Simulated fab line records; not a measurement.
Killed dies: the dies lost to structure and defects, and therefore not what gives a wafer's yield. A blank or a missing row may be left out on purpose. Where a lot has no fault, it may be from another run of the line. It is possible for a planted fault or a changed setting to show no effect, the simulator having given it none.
fab line records / flow nand_harc
[record] lots = 14 wafers = 42 last_day = 33
route steps=1302 shown A_SOURCE_PLATE@416 A_ONON_D1@439 END@1302
lots with no fault: from the same line, run without faults
start_h: hours from the record's first day to the start of the lot's first wafer shown / wait_h: time in hours since the lot's previous step / " unchanged from the row above / L1.1+2: several wafers, shown together as one row / - no value present, or no start provided / * or withheld: withheld / < > ~ a bound
route shown NAME@n: NAME is a module with steps in the file, n the number in the route of the first one / usual: mean/standard deviation of fault-free wafers / same: alike in all rows / chamber/n: place in a boat / sites: per-site readings / _std_site: standard deviation across them / _edge_site: outer sites' mean less inner sites' / radius_mm: how far each site lies from the wafer's centre / mask NAME#n: copy n / behind: the tool/chamber that last shaped the wafer / hold: the reason the lot was held/the length of the hold in hours/how it ended / device: whichever transistor did not switch (one of n, p or np) / end of line: the same wafers' tests at the end of the route / a step with no rows: only its recipe / killed: the dies lost at the first sort to structure and to defects; this is not the yield of the wafer / map: a wafer's dies, x killed, . not, _ none there
set.NAME: the run value of the setting; set.NAME@STEP: its run value at that earlier step / model.NAME: the simulator's own value behind a step, which no gauge read
a sample of lots followed through the steps of the route, with each step as a table and each wafer as a row
services: from which hour (start_h, from the record's first day; less than 0 if before it) a tool's chamber was out of use, for how many hours, and why
[[steps]]
[step NHARC_A_SOURCE_PLATE_THK_MEAS_09]
[recipe] thk_meas_gauge = ellipsometry
[usual] thk_nm = 9.8/1
lot.wafer=L627.1 tool=film_metro-02 chamber=- start_h=158.61 wait_h=0.4 thk_nm=11.7
lot.wafer=L627.3 tool=film_metro-02 chamber=- start_h=158.61 wait_h=0.4 thk_nm=11.6
lot.wafer=L627.6 tool=film_metro-02 chamber=- start_h=158.61 wait_h=0.4 thk_nm=10.7
lot.wafer=L628.3 tool=film_metro-01 chamber=- start_h=169.64 wait_h=0.4 thk_nm=10.3
lot.wafer=L628.5 tool=film_metro-01 chamber=- start_h=169.64 wait_h=0.4 thk_nm=10.4
lot.wafer=L628.6 tool=film_metro-01 chamber=- start_h=169.64 wait_h=0.4 thk_nm=10.5
lot.wafer=L629.1 tool=film_metro-02 chamber=- start_h=181.59 wait_h=0.4 thk_nm=10.6
lot.wafer=L629.3 tool=film_metro-02 chamber=- start_h=181.59 wait_h=0.4 thk_nm=10.0
lot.wafer=L629.5 tool=film_metro-02 chamber=- start_h=181.59 wait_h=0.4 thk_nm=7.8
lot.wafer=L630.1 tool=film_metro-01 chamber=- start_h=189.11 wait_h=0.4 thk_nm=8.8
lot.wafer=L630.2 tool=film_metro-01 chamber=- start_h=189.11 wait_h=0.4 thk_nm=8.6
lot.wafer=L630.5 tool=film_metro-01 chamber=- start_h=189.11 wait_h=0.4 thk_nm=8.6
lot.wafer=L631.1 tool=film_metro-02 chamber=- start_h=202.28 wait_h=0.4 thk_nm=10.6
lot.wafer=L631.3 tool=film_metro-02 chamber=- start_h=202.28 wait_h=0.4 thk_nm=10.4
lot.wafer=L631.4 tool=film_metro-02 chamber=- start_h=202.28 wait_h=0.4 thk_nm=9.1
lot.wafer=L634.1 tool=film_metro-01 chamber=- start_h=224.96 wait_h=0.4 thk_nm=9.9
lot.wafer=L634.4 tool=film_metro-01 chamber=- start_h=224.96 wait_h=0.4 thk_nm=10.5
lot.wafer=L634.5 tool=film_metro-01 chamber=- start_h=224.96 wait_h=0.4 thk_nm=10.5
lot.wafer=L635.4 tool=film_metro-02 chamber=- start_h=240.87 wait_h=0.4 thk_nm=11.7
lot.wafer=L635.5 tool=film_metro-02 chamber=- start_h=240.87 wait_h=0.4 thk_nm=10.4
lot.wafer=L635.6 tool=film_metro-02 chamber=- start_h=240.87 wait_h=0.4 thk_nm=7.7
lot.wafer=L636.2 tool=film_metro-02 chamber=- start_h=245.10 wait_h=0.4 thk_nm=11.9
lot.wafer=L636.4 tool=film_metro-02 chamber=- start_h=245.10 wait_h=0.4 thk_nm=9.9
lot.wafer=L636.5 tool=film_metro-02 chamber=- start_h=245.10 wait_h=0.4 thk_nm=10.1
lot.wafer=L639.1 tool=film_metro-01 chamber=- start_h=289.79 wait_h=0.4 thk_nm=11.9
lot.wafer=L639.5 tool=film_metro-01 chamber=- start_h=289.79 wait_h=0.4 thk_nm=9.6
lot.wafer=L639.6 tool=film_metro-01 chamber=- start_h=289.79 wait_h=0.4 thk_nm=8.0
lot.wafer=L641.3 tool=film_metro-02 chamber=- start_h=311.62 wait_h=0.4 thk_nm=9.7
lot.wafer=L641.5 tool=film_metro-02 chamber=- start_h=311.62 wait_h=0.4 thk_nm=10.6
lot.wafer=L641.6 tool=film_metro-02 chamber=- start_h=311.62 wait_h=0.4 thk_nm=10.0
lot.wafer=L642.1 tool=film_metro-01 chamber=- start_h=316.06 wait_h=0.4 thk_nm=10.7
lot.wafer=L642.2 tool=film_metro-01 chamber=- start_h=316.06 wait_h=0.4 thk_nm=11.0
lot.wafer=L642.6 tool=film_metro-01 chamber=- start_h=316.06 wait_h=0.4 thk_nm=10.0
lot.wafer=L643.2 tool=film_metro-01 chamber=- start_h=320.40 wait_h=0.4 thk_nm=10.2
lot.wafer=L643.4 tool=film_metro-01 chamber=- start_h=320.40 wait_h=0.4 thk_nm=10.3
lot.wafer=L643.5 tool=film_metro-01 chamber=- start_h=320.40 wait_h=0.4 thk_nm=10.3
lot.wafer=L648.1 tool=film_metro-02 chamber=- start_h=361.18 wait_h=0.4 thk_nm=9.1
lot.wafer=L648.2 tool=film_metro-02 chamber=- start_h=361.18 wait_h=0.4 thk_nm=7.5
lot.wafer=L648.6 tool=film_metro-02 chamber=- start_h=361.18 wait_h=0.4 thk_nm=8.5
lot.wafer=L649.1 tool=film_metro-01 chamber=- start_h=377.68 wait_h=0.4 thk_nm=10.0
lot.wafer=L649.2 tool=film_metro-01 chamber=- start_h=377.68 wait_h=0.4 thk_nm=9.7
lot.wafer=L649.3 tool=film_metro-01 chamber=- start_h=377.68 wait_h=0.4 thk_nm=10.7
[step NHARC_A_ONON_D1_THK_MEAS_21]
[recipe] thk_meas_gauge = ellipsometry
[usual] thk_nm = 999/9.9
lot.wafer=L627.1 tool=film_metro-01 chamber=- start_h=183.24 wait_h=- thk_nm=996
lot.wafer=L627.3 tool=film_metro-01 chamber=- start_h=183.24 wait_h=- thk_nm=995
lot.wafer=L627.6 tool=film_metro-01 chamber=- start_h=183.24 wait_h=- thk_nm=996
lot.wafer=L628.3 tool=film_metro-01 chamber=- start_h=196.33 wait_h=- thk_nm=998
lot.wafer=L628.5 tool=film_metro-01 chamber=- start_h=196.33 wait_h=- thk_nm=1000
lot.wafer=L628.6 tool=film_metro-01 chamber=- start_h=196.33 wait_h=- thk_nm=999
lot.wafer=L629.1 tool=film_metro-02 chamber=- start_h=211.51 wait_h=- thk_nm=988
lot.wafer=L629.3 tool=film_metro-02 chamber=- start_h=211.51 wait_h=- thk_nm=987
lot.wafer=L629.5 tool=film_metro-02 chamber=- start_h=211.51 wait_h=- thk_nm=986
lot.wafer=L630.1 tool=film_metro-02 chamber=- start_h=217.58 wait_h=- thk_nm=1006
lot.wafer=L630.2 tool=film_metro-02 chamber=- start_h=217.58 wait_h=- thk_nm=1008
lot.wafer=L630.5 tool=film_metro-02 chamber=- start_h=217.58 wait_h=- thk_nm=1003
lot.wafer=L631.1 tool=film_metro-02 chamber=- start_h=226.68 wait_h=- thk_nm=1001
lot.wafer=L631.3 tool=film_metro-02 chamber=- start_h=226.68 wait_h=- thk_nm=998
lot.wafer=L631.4 tool=film_metro-02 chamber=- start_h=226.68 wait_h=- thk_nm=999
lot.wafer=L634.1 tool=film_metro-02 chamber=- start_h=253.39 wait_h=- thk_nm=999
lot.wafer=L634.4 tool=film_metro-02 chamber=- start_h=253.39 wait_h=- thk_nm=999
lot.wafer=L634.5 tool=film_metro-02 chamber=- start_h=253.39 wait_h=- thk_nm=997
lot.wafer=L636.2 tool=film_metro-02 chamber=- start_h=267.57 wait_h=- thk_nm=1018
lot.wafer=L636.4 tool=film_metro-02 chamber=- start_h=267.57 wait_h=- thk_nm=1018
lot.wafer=L636.5 tool=film_metro-02 chamber=- start_h=267.57 wait_h=- thk_nm=1016
lot.wafer=L635.4 tool=film_metro-01 chamber=- start_h=267.57 wait_h=- thk_nm=1005
lot.wafer=L635.5 tool=film_metro-01 chamber=- start_h=267.57 wait_h=- thk_nm=1006
lot.wafer=L635.6 tool=film_metro-01 chamber=- start_h=267.57 wait_h=- thk_nm=1004
lot.wafer=L639.1 tool=film_metro-02 chamber=- start_h=318.15 wait_h=- thk_nm=1008
lot.wafer=L639.5 tool=film_metro-02 chamber=- start_h=318.15 wait_h=- thk_nm=1010
lot.wafer=L639.6 tool=film_metro-02 chamber=- start_h=318.15 wait_h=- thk_nm=1010
lot.wafer=L641.3 tool=film_metro-02 chamber=- start_h=339.14 wait_h=- thk_nm=998
lot.wafer=L641.5 tool=film_metro-02 chamber=- start_h=339.14 wait_h=- thk_nm=997
lot.wafer=L641.6 tool=film_metro-02 chamber=- start_h=339.14 wait_h=- thk_nm=999
lot.wafer=L642.1 tool=film_metro-01 chamber=- start_h=339.15 wait_h=- thk_nm=988
lot.wafer=L642.2 tool=film_metro-01 chamber=- start_h=339.15 wait_h=- thk_nm=988
lot.wafer=L642.6 tool=film_metro-01 chamber=- start_h=339.15 wait_h=- thk_nm=988
lot.wafer=L643.2 tool=film_metro-01 chamber=- start_h=346.14 wait_h=- thk_nm=989
lot.wafer=L643.4 tool=film_metro-01 chamber=- start_h=346.14 wait_h=- thk_nm=990
lot.wafer=L643.5 tool=film_metro-01 chamber=- start_h=346.14 wait_h=- thk_nm=992
lot.wafer=L648.1 tool=film_metro-01 chamber=- start_h=385.10 wait_h=- thk_nm=985
lot.wafer=L648.2 tool=film_metro-01 chamber=- start_h=385.10 wait_h=- thk_nm=984
lot.wafer=L648.6 tool=film_metro-01 chamber=- start_h=385.10 wait_h=- thk_nm=984
lot.wafer=L649.1 tool=film_metro-01 chamber=- start_h=401.29 wait_h=- thk_nm=1016
lot.wafer=L649.2 tool=film_metro-01 chamber=- start_h=401.29 wait_h=- thk_nm=1017
lot.wafer=L649.3 tool=film_metro-01 chamber=- start_h=401.29 wait_h=- thk_nm=1014
[step NHARC_A_ONON_D1_DEP_28]
[recipe] target_thk_a = 10000 n2_flow_sccm = 2750 n2o_flow_sccm = 2000 nh3_flow_sccm = 500 sih4_flow_sccm = 210 temp_c = 400
lot.wafer=L627.1+3+6 tool=pecvd_onon-03 chamber=0 start_h=184.43 wait_h=0.1
lot.wafer=L628.3+5+6 tool=pecvd_onon-04 chamber=0 start_h=197.63 wait_h=0.2
lot.wafer=L629.1+3+5 tool=pecvd_onon-04 chamber=0 start_h=212.70 wait_h=0.1
lot.wafer=L630.1+2+5 tool=pecvd_onon-03 chamber=0 start_h=218.78 wait_h=0.1
lot.wafer=L631.1+3+4 tool=pecvd_onon-04 chamber=0 start_h=227.89 wait_h=0.1
lot.wafer=L634.1+4+5 tool=pecvd_onon-04 chamber=0 start_h=254.57 wait_h=0.1
lot.wafer=L636.2+4+5 tool=pecvd_onon-04 chamber=0 start_h=268.82 wait_h=0.1
lot.wafer=L635.4+5+6 tool=pecvd_onon-01 chamber=0 start_h=268.93 wait_h=0.2
lot.wafer=L639.1+5+6 tool=pecvd_onon-01 chamber=0 start_h=319.34 wait_h=0.1
lot.wafer=L641.3+5+6 tool=pecvd_onon-03 chamber=0 start_h=340.44 wait_h=0.2
lot.wafer=L642.1+2+6 tool=pecvd_onon-04 chamber=0 start_h=340.67 wait_h=0.1
lot.wafer=L643.2+4+5 tool=pecvd_onon-01 chamber=0 start_h=347.39 wait_h=0.1
lot.wafer=L648.1+2+6 tool=pecvd_onon-04 chamber=0 start_h=386.29 wait_h=0.1
lot.wafer=L649.1+2+3 tool=pecvd_onon-04 chamber=0 start_h=402.47 wait_h=0.1
[step NHARC_A_ONON_D1_THK_MEAS_30]
[recipe] thk_meas_gauge = ellipsometry
[usual] thk_nm = 1001/11
lot.wafer=L627.1 tool=film_metro-01 chamber=- start_h=184.93 wait_h=- thk_nm=999
lot.wafer=L627.3 tool=film_metro-01 chamber=- start_h=184.93 wait_h=- thk_nm=997
lot.wafer=L627.6 tool=film_metro-01 chamber=- start_h=184.93 wait_h=- thk_nm=997
lot.wafer=L628.3 tool=film_metro-02 chamber=- start_h=198.03 wait_h=- thk_nm=995
lot.wafer=L628.5 tool=film_metro-02 chamber=- start_h=198.03 wait_h=- thk_nm=995
lot.wafer=L628.6 tool=film_metro-02 chamber=- start_h=198.03 wait_h=- thk_nm=995
lot.wafer=L629.1 tool=film_metro-01 chamber=- start_h=213.21 wait_h=- thk_nm=987
lot.wafer=L629.3 tool=film_metro-01 chamber=- start_h=213.21 wait_h=- thk_nm=987
lot.wafer=L629.5 tool=film_metro-01 chamber=- start_h=213.21 wait_h=- thk_nm=987
lot.wafer=L630.1 tool=film_metro-02 chamber=- start_h=219.29 wait_h=- thk_nm=1009
lot.wafer=L630.2 tool=film_metro-02 chamber=- start_h=219.29 wait_h=- thk_nm=1010
lot.wafer=L630.5 tool=film_metro-02 chamber=- start_h=219.29 wait_h=- thk_nm=1009
lot.wafer=L631.1 tool=film_metro-02 chamber=- start_h=228.40 wait_h=- thk_nm=1005
lot.wafer=L631.3 tool=film_metro-02 chamber=- start_h=228.40 wait_h=- thk_nm=1006
lot.wafer=L631.4 tool=film_metro-02 chamber=- start_h=228.40 wait_h=- thk_nm=1006
lot.wafer=L634.1 tool=film_metro-02 chamber=- start_h=255.09 wait_h=- thk_nm=995
lot.wafer=L634.4 tool=film_metro-02 chamber=- start_h=255.09 wait_h=- thk_nm=994
lot.wafer=L634.5 tool=film_metro-02 chamber=- start_h=255.09 wait_h=- thk_nm=995
lot.wafer=L636.2 tool=film_metro-02 chamber=- start_h=269.27 wait_h=- thk_nm=1003
lot.wafer=L636.4 tool=film_metro-02 chamber=- start_h=269.27 wait_h=- thk_nm=1003
lot.wafer=L636.5 tool=film_metro-02 chamber=- start_h=269.27 wait_h=- thk_nm=1003
lot.wafer=L635.4 tool=film_metro-01 chamber=- start_h=269.27 wait_h=- thk_nm=1020
lot.wafer=L635.5 tool=film_metro-01 chamber=- start_h=269.27 wait_h=- thk_nm=1023
lot.wafer=L635.6 tool=film_metro-01 chamber=- start_h=269.27 wait_h=- thk_nm=1022
lot.wafer=L639.1 tool=film_metro-01 chamber=- start_h=319.85 wait_h=- thk_nm=988
lot.wafer=L639.5 tool=film_metro-01 chamber=- start_h=319.85 wait_h=- thk_nm=987
lot.wafer=L639.6 tool=film_metro-01 chamber=- start_h=319.85 wait_h=- thk_nm=988
lot.wafer=L641.3 tool=film_metro-01 chamber=- start_h=340.83 wait_h=- thk_nm=995
lot.wafer=L641.5 tool=film_metro-01 chamber=- start_h=340.83 wait_h=- thk_nm=993
lot.wafer=L641.6 tool=film_metro-01 chamber=- start_h=340.83 wait_h=- thk_nm=994
lot.wafer=L642.1 tool=film_metro-01 chamber=- start_h=341.17 wait_h=- thk_nm=984
lot.wafer=L642.2 tool=film_metro-01 chamber=- start_h=341.17 wait_h=- thk_nm=984
lot.wafer=L642.6 tool=film_metro-01 chamber=- start_h=341.17 wait_h=- thk_nm=984
lot.wafer=L643.2 tool=film_metro-02 chamber=- start_h=347.84 wait_h=- thk_nm=1004
lot.wafer=L643.4 tool=film_metro-02 chamber=- start_h=347.84 wait_h=- thk_nm=1004
lot.wafer=L643.5 tool=film_metro-02 chamber=- start_h=347.84 wait_h=- thk_nm=1005
lot.wafer=L648.1 tool=film_metro-01 chamber=- start_h=386.83 wait_h=- thk_nm=1745
lot.wafer=L648.2 tool=film_metro-01 chamber=- start_h=386.83 wait_h=- thk_nm=1743
lot.wafer=L648.6 tool=film_metro-01 chamber=- start_h=386.83 wait_h=- thk_nm=1743
lot.wafer=L649.1 tool=film_metro-02 chamber=- start_h=402.98 wait_h=- thk_nm=1756
lot.wafer=L649.2 tool=film_metro-02 chamber=- start_h=402.98 wait_h=- thk_nm=1757
lot.wafer=L649.3 tool=film_metro-02 chamber=- start_h=402.98 wait_h=- thk_nm=1755
[step NHARC_A_ONON_D1_INSPECT_32]
[usual] raw_defect_count = 73/22
lot.wafer=L627.1 tool=defect_inspect-01 chamber=- start_h=185.49 wait_h=0.0 raw_defect_count=90
lot.wafer=L627.3 tool=defect_inspect-01 chamber=- start_h=185.49 wait_h=0.0 raw_defect_count=77
lot.wafer=L627.6 tool=defect_inspect-01 chamber=- start_h=185.49 wait_h=0.0 raw_defect_count=96
lot.wafer=L628.3 tool=defect_inspect-02 chamber=- start_h=198.56 wait_h=0.0 raw_defect_count=65
lot.wafer=L628.5 tool=defect_inspect-02 chamber=- start_h=198.56 wait_h=0.0 raw_defect_count=42
lot.wafer=L628.6 tool=defect_inspect-02 chamber=- start_h=198.56 wait_h=0.0 raw_defect_count=43
lot.wafer=L629.1 tool=defect_inspect-02 chamber=- start_h=213.74 wait_h=0.0 raw_defect_count=45
lot.wafer=L629.3 tool=defect_inspect-02 chamber=- start_h=213.74 wait_h=0.0 raw_defect_count=39
lot.wafer=L629.5 tool=defect_inspect-02 chamber=- start_h=213.74 wait_h=0.0 raw_defect_count=53
lot.wafer=L630.1 tool=defect_inspect-02 chamber=- start_h=219.85 wait_h=0.0 raw_defect_count=112
lot.wafer=L630.2 tool=defect_inspect-02 chamber=- start_h=219.85 wait_h=0.0 raw_defect_count=76
lot.wafer=L630.5 tool=defect_inspect-02 chamber=- start_h=219.85 wait_h=0.0 raw_defect_count=88
lot.wafer=L631.1 tool=defect_inspect-02 chamber=- start_h=228.98 wait_h=0.0 raw_defect_count=57
lot.wafer=L631.3 tool=defect_inspect-02 chamber=- start_h=228.98 wait_h=0.0 raw_defect_count=65
lot.wafer=L631.4 tool=defect_inspect-02 chamber=- start_h=228.98 wait_h=0.0 raw_defect_count=76
lot.wafer=L634.1 tool=defect_inspect-01 chamber=- start_h=255.75 wait_h=0.0 raw_defect_count=71
lot.wafer=L634.4 tool=defect_inspect-01 chamber=- start_h=255.75 wait_h=0.0 raw_defect_count=114
lot.wafer=L634.5 tool=defect_inspect-01 chamber=- start_h=255.75 wait_h=0.0 raw_defect_count=53
lot.wafer=L636.2 tool=defect_inspect-01 chamber=- start_h=269.80 wait_h=0.0 raw_defect_count=57
lot.wafer=L636.4 tool=defect_inspect-01 chamber=- start_h=269.80 wait_h=0.0 raw_defect_count=36
lot.wafer=L636.5 tool=defect_inspect-01 chamber=- start_h=269.80 wait_h=0.0 raw_defect_count=18
lot.wafer=L635.4 tool=defect_inspect-02 chamber=- start_h=269.83 wait_h=0.0 raw_defect_count=115
lot.wafer=L635.5 tool=defect_inspect-02 chamber=- start_h=269.83 wait_h=0.0 raw_defect_count=159
lot.wafer=L635.6 tool=defect_inspect-02 chamber=- start_h=269.83 wait_h=0.0 raw_defect_count=115
lot.wafer=L639.1 tool=defect_inspect-02 chamber=- start_h=320.45 wait_h=0.0 raw_defect_count=66
lot.wafer=L639.5 tool=defect_inspect-02 chamber=- start_h=320.45 wait_h=0.0 raw_defect_count=47
lot.wafer=L639.6 tool=defect_inspect-02 chamber=- start_h=320.45 wait_h=0.0 raw_defect_count=44
lot.wafer=L641.3 tool=defect_inspect-01 chamber=- start_h=341.36 wait_h=0.0 raw_defect_count=74
lot.wafer=L641.5 tool=defect_inspect-01 chamber=- start_h=341.36 wait_h=0.0 raw_defect_count=104
lot.wafer=L641.6 tool=defect_inspect-01 chamber=- start_h=341.36 wait_h=0.0 raw_defect_count=61
lot.wafer=L642.1 tool=defect_inspect-02 chamber=- start_h=341.71 wait_h=0.0 raw_defect_count=74
lot.wafer=L642.2 tool=defect_inspect-02 chamber=- start_h=341.71 wait_h=0.0 raw_defect_count=40
lot.wafer=L642.6 tool=defect_inspect-02 chamber=- start_h=341.71 wait_h=0.0 raw_defect_count=102
lot.wafer=L643.2 tool=defect_inspect-01 chamber=- start_h=348.39 wait_h=0.0 raw_defect_count=80
lot.wafer=L643.4 tool=defect_inspect-01 chamber=- start_h=348.39 wait_h=0.0 raw_defect_count=73
lot.wafer=L643.5 tool=defect_inspect-01 chamber=- start_h=348.39 wait_h=0.0 raw_defect_count=82
lot.wafer=L648.1 tool=defect_inspect-02 chamber=- start_h=387.36 wait_h=0.0 raw_defect_count=65
lot.wafer=L648.2 tool=defect_inspect-02 chamber=- start_h=387.36 wait_h=0.0 raw_defect_count=68
lot.wafer=L648.6 tool=defect_inspect-02 chamber=- start_h=387.36 wait_h=0.0 raw_defect_count=98
lot.wafer=L649.1 tool=defect_inspect-01 chamber=- start_h=403.53 wait_h=0.0 raw_defect_count=61
lot.wafer=L649.2 tool=defect_inspect-01 chamber=- start_h=403.53 wait_h=0.0 raw_defect_count=66
lot.wafer=L649.3 tool=defect_inspect-01 chamber=- start_h=403.53 wait_h=0.0 raw_defect_count=62
[step NHARC_END_SORT_01]
[recipe] temp_c = 25
[usual] killed_at_array = 65/19 killed_at_other = 0.9/1.1 killed_at_periphery = 3.5/2.3 killed_dies = 69/19 killed_open = 3.2/1.8 killed_short = 2.4/1.5
[same] gross_dies = 677
lot.wafer=L649.1 tool=prober-01 chamber=0 start_h=793.23 wait_h=2.5 killed_at_array=674 killed_at_other=1 killed_at_periphery=2 killed_dies=677 killed_open=0 killed_short=3
lot.wafer=L649.3 tool=prober-01 chamber=0 start_h=794.81 wait_h=3.1 killed_at_array=674 killed_at_other=1 killed_at_periphery=2 killed_dies=677 killed_open=6 killed_short=2
lot.wafer=L648.2 tool=prober-02 chamber=0 start_h=794.07 wait_h=2.8 killed_at_array=674 killed_at_other=1 killed_at_periphery=2 killed_dies=677 killed_open=6 killed_short=4
lot.wafer=L648.6 tool=prober-02 chamber=0 start_h=797.25 wait_h=4.0 killed_at_array=676 killed_at_other=0 killed_at_periphery=1 killed_dies=677 killed_open=3 killed_short=1
// killed by level:class
L649.1 A_ONON_D1:area_dep=615 A_CHANNEL_HOLE_D2:chamber_film_flake=32 A_SLIT:chamber_film_flake=13 A_CONTACT:chamber_film_flake=8 P_GATE:chamber_film_flake=2 A_STAIRCASE:chamber_film_flake=2 A_CHANNEL_FILL_D2:geometric_particle:short=1 A_WL_FILL:geometric_particle:short=1
L648.2 A_ONON_D1:area_dep=606 A_SLIT:chamber_film_flake=36 A_CONTACT:chamber_film_flake=10 A_STAIRCASE:chamber_film_flake=5 A_CHANNEL_HOLE_D2:chamber_film_flake=4 A_CHANNEL_HOLE_D1:unspecified=3 A_ONON_D1:geometric_particle:short=2 A_M0:geometric_particle:open=2
L649.3 A_ONON_D1:area_dep=619 A_CHANNEL_HOLE_D2:chamber_film_flake=31 A_SLIT:chamber_film_flake=8 A_CONTACT:chamber_film_flake=5 A_WL_FILL:geometric_particle:short=2 A_M0:geometric_particle:open=2 P_M0:geometric_particle:open=1 A_SOURCE_PLATE:geometric_particle:open=1
L648.6 A_ONON_D1:area_dep=624 A_SLIT:chamber_film_flake=30 A_STAIRCASE:chamber_film_flake=6 A_CONTACT:chamber_film_flake=6 A_CHANNEL_HOLE_D1:chamber_film_flake=3 A_CHANNEL_HOLE_D1:unspecified=2 P_CONTACT:geometric_particle:open=1 A_CHANNEL_FILL_D1:geometric_particle:open=1
[[services]]
tool=pecvd_onon-03 chamber=- start_h=227.29 hours=13.0 kind=pm
tool=pecvd_onon-01 chamber=- start_h=269.45 hours=13.0 kind=pm
tool=pecvd_onon-04 chamber=- start_h=311.45 hours=13.0 kind=pm
[[key]]
[first_sign] step = NHARC_A_ONON_D1_THK_MEAS_30 reading = thk_nm direction = up sigmas = 71 usual = 1001 struck = 1750
[effect] step = NHARC_END_SORT_01 reading = killed_at_array direction = up sigmas = 32 usual = 65 struck = 674
[more_kills_born_at] NHARC_A_ONON_D1_DEP_28@pecvd_onon-04 = 2464
met_at NHARC_A_ONON_D1_DEP_28
struck_lots L648,L649
rows_end L648.1,L649.2
later_rows_left_out L648.2,L648.6,L649.1,L649.3
tester_left_out L648,L649
not_acting_at NHARC_A_SOURCE_PLATE_THK_MEAS_09,NHARC_A_ONON_D1_THK_MEAS_21,NHARC_A_ONON_D1_INSPECT_32
onset_between 340.67 386.29
also_fits time
[fault] kind = process_parameter_drift tool = pecvd_onon-04 chamber = - onset_h = 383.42 steps = NHARC_A_ONON_D1_DEP_28 channel = target_thk_a offset = * shape = step acts_in = * stated = *
// tester_left_out: of these lots the tester's yield and bins aren't shown, on N5 and GAA mostly nor the transistor test; their killed dies are dies lost to structure and defects alone, not to doping, threshold or leakage, so they don't give the yield
// later_rows_left_out: the simulator's readings of these wafers behind a module that went badly wrong aren't trusted and aren't shown, but for the sort
// rows_end: these wafers met a further fault down the route, and their rows from its step on are left out
